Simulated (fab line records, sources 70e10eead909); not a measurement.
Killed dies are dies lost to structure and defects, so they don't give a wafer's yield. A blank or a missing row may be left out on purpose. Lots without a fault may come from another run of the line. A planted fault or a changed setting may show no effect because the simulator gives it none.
Which tool did it? | flow nand_harc | 14 lots, 42 wafers sampled, at 4 steps of a route of 1302

WHAT THE GAUGES READ, wafer by wafer
The record holds no reading of a measuring or inspecting step that can be judged against a usual standard deviation.

WHICH TOOL RAN EACH LOT (tool, then ch and the chambers of the sampled wafers, then the start)
lot  | NHARC_A_STAIRCASE_CMP_472     | NHARC_A_SGD_CUT_EXPOSE_06          | NHARC_A_SGD_CUT_ETCH_15        | NHARC_A_SGD_CUT_STRIP_17
L540 | cmp-04 ch 1,2,3, day 19 21:56 | arfi_scanner-03 ch 0, day 19 22:53 | rie_diel-09 ch 1,2, no start   | rie_diel-09 ch 0,3, no start
L541 | cmp-02 ch 2,3, day 19 22:19   | arfi_scanner-02 ch 0, day 19 23:19 | rie_diel-05 ch 0,3, no start   | rie_diel-05 ch 0,1, no start
L543 | cmp-02 ch 0,1,2, day 20 20:00 | arfi_scanner-01 ch 0, day 20 20:59 | rie_diel-05 ch 0,1, no start   | rie_diel-05 ch 0,3, no start
L542 | cmp-01 ch 2,3, day 20 20:12   | arfi_scanner-02 ch 0, day 20 21:10 | rie_diel-09 ch 0,2,3, no start | rie_diel-09 ch 0,1,3, no start
L546 | cmp-04 ch 0,2,3, day 21 11:40 | arfi_scanner-02 ch 0, day 21 12:38 | rie_diel-08 ch 0,1,2, no start | rie_diel-08 ch 0,1,3, no start
L545 | cmp-02 ch 0,1,3, day 21 12:35 | arfi_scanner-03 ch 0, day 21 13:33 | rie_diel-08 ch 0,2, no start   | rie_diel-08 ch 0,2,3, no start
L548 | cmp-04 ch 0,1,2, day 23 06:09 | arfi_scanner-03, day 23 07:08      | rie_diel-09 ch 0,1,2, no start | rie_diel-09 ch 0,1,2, no start
L549 | cmp-04 ch 0,2, day 23 18:40   | arfi_scanner-02, day 23 19:40      | rie_diel-05 ch 1,3, no start   | rie_diel-05 ch 0,1,3, no start
L551 | cmp-01 ch 1,2,3, day 24 01:47 | arfi_scanner-03 ch 0, day 24 02:46 | rie_diel-05 ch 1,2,3, no start | rie_diel-05 ch 1,2,3, no start
L557 | cmp-04 ch 0,1,3, day 27 06:01 | arfi_scanner-03 ch 0, day 27 06:59 | rie_diel-08 ch 0,1,3, no start | rie_diel-08 ch 0,1,2, no start
L558 | cmp-01 ch 1,2,3, day 27 12:26 | arfi_scanner-01 ch 0, day 27 13:23 | rie_diel-05 ch 2,3, no start   | rie_diel-05 ch 0,1, no start
L559 | cmp-04 ch 0,2,3, day 27 12:34 | arfi_scanner-02 ch 0, day 27 13:34 | rie_diel-09 ch 0,2,3, no start | rie_diel-09 ch 1,2,3, no start
L561 | cmp-02 ch 0,1,3, day 28 02:56 | arfi_scanner-02 ch 0, day 28 03:48 | rie_diel-08 ch 1,2,3, no start | rie_diel-08 ch 0,1,3, no start
L560 | cmp-02 ch 2,3, day 28 05:52   | arfi_scanner-03 ch 0, day 28 06:52 | rie_diel-08 ch 0,1,3, no start | rie_diel-08 ch 0,1,2, no start
- NHARC_A_STAIRCASE_CMP_472: polishes SiO2.
- NHARC_A_SGD_CUT_EXPOSE_06: exposes mask SGD.
- NHARC_A_SGD_CUT_ETCH_15: etches the open film in CH3F/O2, target depth 75 nm, time 64.3 s.
- NHARC_A_SGD_CUT_STRIP_17: strips in O2.

WHAT THE TOOLS THEMSELVES READ (means of the sampled wafers that have a number; where no wafer has one, the mark that the record gives instead)
NHARC_A_STAIRCASE_CMP_472. Usual: motor_current_A 12.3 A, standard deviation 1.3; slurry_filter_dp_kPa 13.52 kPa, standard deviation 0.14; slurry_flow_ml_min 149.9, standard deviation 0.46.
lot  | tool   | motor_current_A (A) | slurry_filter_dp_kPa (kPa) | slurry_flow_ml_min | flag
L540 | cmp-04 | 12.9                | 13.42                      | 149.9              |
L541 | cmp-02 | 11.4                | 13.41                      | 149.7              |
L543 | cmp-02 | 11.6                | 13.45                      | 149.7              |
L542 | cmp-01 | 12.8                | 13.65                      | 149.8              |
L546 | cmp-04 | 12.5                | 13.57                      | 150.3              |
L545 | cmp-02 | 12.0                | 13.62                      | 149.4              |
L548 | cmp-04 | 12.4                | 13.60                      | 149.3              |
L549 | cmp-04 | 11.2                | 13.52                      | 149.7              |
L551 | cmp-01 | 12.3                | 13.45                      | 149.7              |
L557 | cmp-04 | 12.3                | 13.68                      | 150.2              |
L558 | cmp-01 | 12.6                | 13.43                      | 150.2              |
L559 | cmp-04 | 12.2                | 13.68                      | 150.1              |
L561 | cmp-02 | 12.0                | 13.46                      | 150.5              |
L560 | cmp-02 | 11.5                | 13.52                      | 150.1              |

NHARC_A_SGD_CUT_EXPOSE_06. Usual: exposure_dose_mJ_cm2 85.46, standard deviation 0.14; focus_offset_nm 0.0 nm, standard deviation 0.5; reticle_temp_C 23.02 C, standard deviation 0.12.
lot  | tool            | exposure_dose_mJ_cm2 | focus_offset_nm (nm) | reticle_temp_C (C) | flag
L540 | arfi_scanner-03 | 85.47                | -0.5                 | 23.06              |
L541 | arfi_scanner-02 | 85.54                | 0.4                  | 23.09              |
L543 | arfi_scanner-01 | 85.57                | 0.2                  | 22.85              |
L542 | arfi_scanner-02 | 85.44                | -0.6                 | 22.93              |
L546 | arfi_scanner-02 | 85.56                | -0.2                 | 23.07              |
L545 | arfi_scanner-03 | 85.53                | 0.1                  | 23.13              |
L548 | arfi_scanner-03 | -                    | -                    | -                  | OFF
L549 | arfi_scanner-02 | -                    | -                    | -                  | OFF
L551 | arfi_scanner-03 | 85.51                | -0.3                 | 23.03              |
L557 | arfi_scanner-03 | 85.41                | 0.0                  | 23.01              |
L558 | arfi_scanner-01 | 85.44                | -0.5                 | 23.12              |
L559 | arfi_scanner-02 | 85.23                | 0.6                  | 23.04              |
L561 | arfi_scanner-02 | 85.06                | -0.2                 | 23.08              |
L560 | arfi_scanner-03 | 85.45                | 0.2                  | 23.15              |

NHARC_A_SGD_CUT_ETCH_15. Usual: drypump_motor_current_A 5.7 A, standard deviation 0.44; oes_product_au 0.954 a.u., standard deviation 0.02; rf_vpp_V 263.6 V, standard deviation 1.7; showerhead_plenum_p_Torr 2.44 Torr, standard deviation 0.093; throttle_valve_pct 20.664 %, standard deviation 0.0092.
lot  | tool        | drypump_motor_current_A (A) | oes_product_au (a.u.) | rf_vpp_V (V) | showerhead_plenum_p_Torr (Torr) | throttle_valve_pct (%) | flag
L540 | rie_diel-09 | 5.4                         | 0.929                 | 262.1        | 2.33                            | 20.661                 |
L541 | rie_diel-05 | 5.6                         | 0.940                 | 263.9        | 2.51                            | 20.666                 |
L543 | rie_diel-05 | 5.9                         | 0.955                 | 265.7        | 2.52                            | 20.673                 |
L542 | rie_diel-09 | 6.0                         | 0.947                 | 263.7        | 2.46                            | 20.667                 |
L546 | rie_diel-08 | 5.5                         | 0.952                 | 264.7        | 2.47                            | 20.656                 |
L545 | rie_diel-08 | 5.4                         | 0.956                 | 264.3        | 2.50                            | 20.672                 |
L548 | rie_diel-09 | 5.8                         | 0.963                 | 262.3        | 2.36                            | 20.667                 |
L549 | rie_diel-05 | 6.1                         | 0.976                 | 265.0        | 2.52                            | 20.664                 |
L551 | rie_diel-05 | 6.1                         | 0.966                 | 263.4        | 2.44                            | 20.656                 |
L557 | rie_diel-08 | 5.3                         | 0.925                 | 262.7        | 2.40                            | 20.664                 |
L558 | rie_diel-05 | 6.1                         | 0.974                 | 263.0        | 2.44                            | 20.662                 |
L559 | rie_diel-09 | 6.0                         | 0.973                 | 264.2        | 2.45                            | 20.660                 |
L561 | rie_diel-08 | 5.7                         | 0.920                 | 263.0        | 2.46                            | 20.660                 |
L560 | rie_diel-08 | 5.3                         | 0.962                 | 262.8        | 2.40                            | 20.657                 |

NHARC_A_SGD_CUT_STRIP_17. Usual: drypump_motor_current_A 5.8 A, standard deviation 0.45; oes_product_au 0.997 a.u., standard deviation 0.016; rf_vpp_V 57.7 V, standard deviation 0.93; showerhead_plenum_p_Torr 3.52 Torr, standard deviation 0.13; throttle_valve_pct 17.038 %, standard deviation 0.0093.
lot  | tool        | drypump_motor_current_A (A) | oes_product_au (a.u.) | rf_vpp_V (V) | showerhead_plenum_p_Torr (Torr) | throttle_valve_pct (%) | flag
L540 | rie_diel-09 | 6.3                         | 1.021                 | 57.6         | 3.52                            | 17.039                 |
L541 | rie_diel-05 | 5.7                         | 0.980                 | 58.1         | 3.60                            | 17.037                 |
L543 | rie_diel-05 | 5.6                         | 0.978                 | 58.1         | 3.60                            | 17.037                 |
L542 | rie_diel-09 | 5.9                         | 1.020                 | 57.6         | 3.48                            | 17.032                 |
L546 | rie_diel-08 | 5.3                         | 0.992                 | 57.9         | 3.46                            | 17.033                 |
L545 | rie_diel-08 | 5.6                         | 1.008                 | 58.3         | 3.58                            | 17.035                 |
L548 | rie_diel-09 | 5.8                         | 1.003                 | 58.3         | 3.39                            | 17.049                 |
L549 | rie_diel-05 | 5.8                         | 0.995                 | 57.4         | 3.60                            | 17.038                 |
L551 | rie_diel-05 | 6.1                         | 0.999                 | 57.6         | 3.51                            | 17.037                 |
L557 | rie_diel-08 | 5.5                         | 0.999                 | 57.6         | 3.53                            | 17.038                 |
L558 | rie_diel-05 | 5.9                         | 0.990                 | 57.3         | 3.60                            | 17.045                 |
L559 | rie_diel-09 | 5.6                         | 0.989                 | 57.7         | 3.47                            | 17.040                 |
L561 | rie_diel-08 | 5.3                         | 0.992                 | 56.9         | 3.45                            | 17.036                 |
L560 | rie_diel-08 | 5.5                         | 0.992                 | 57.8         | 3.53                            | 17.047                 |

THE ANSWER, worked out from the rows above alone
Rule: a lot is off if the mean of its wafers that have a number lies more than 3 standard deviations from the usual mean. A lot without any number at a reading at which 4 lots or more have one is off too. The other lots that the step has rows for count as sound. The gauges are gone through in route order, then the tools' own readings, and for those a lot's mean is taken as printed above. The first step at which some lot is off is used, and at that step the reading that is off furthest; a lot without a number counts as furthest.
Off: L548, L549, at NHARC_A_SGD_CUT_EXPOSE_06 (exposure_dose_mJ_cm2). Without a number there: L548, L549.
A tool fits if, at that step or a process step before it, it ran every lot that is off, and no sound lot after the first of them. None of those tried fits.

WHAT THE SIMULATOR HAD PUT IN
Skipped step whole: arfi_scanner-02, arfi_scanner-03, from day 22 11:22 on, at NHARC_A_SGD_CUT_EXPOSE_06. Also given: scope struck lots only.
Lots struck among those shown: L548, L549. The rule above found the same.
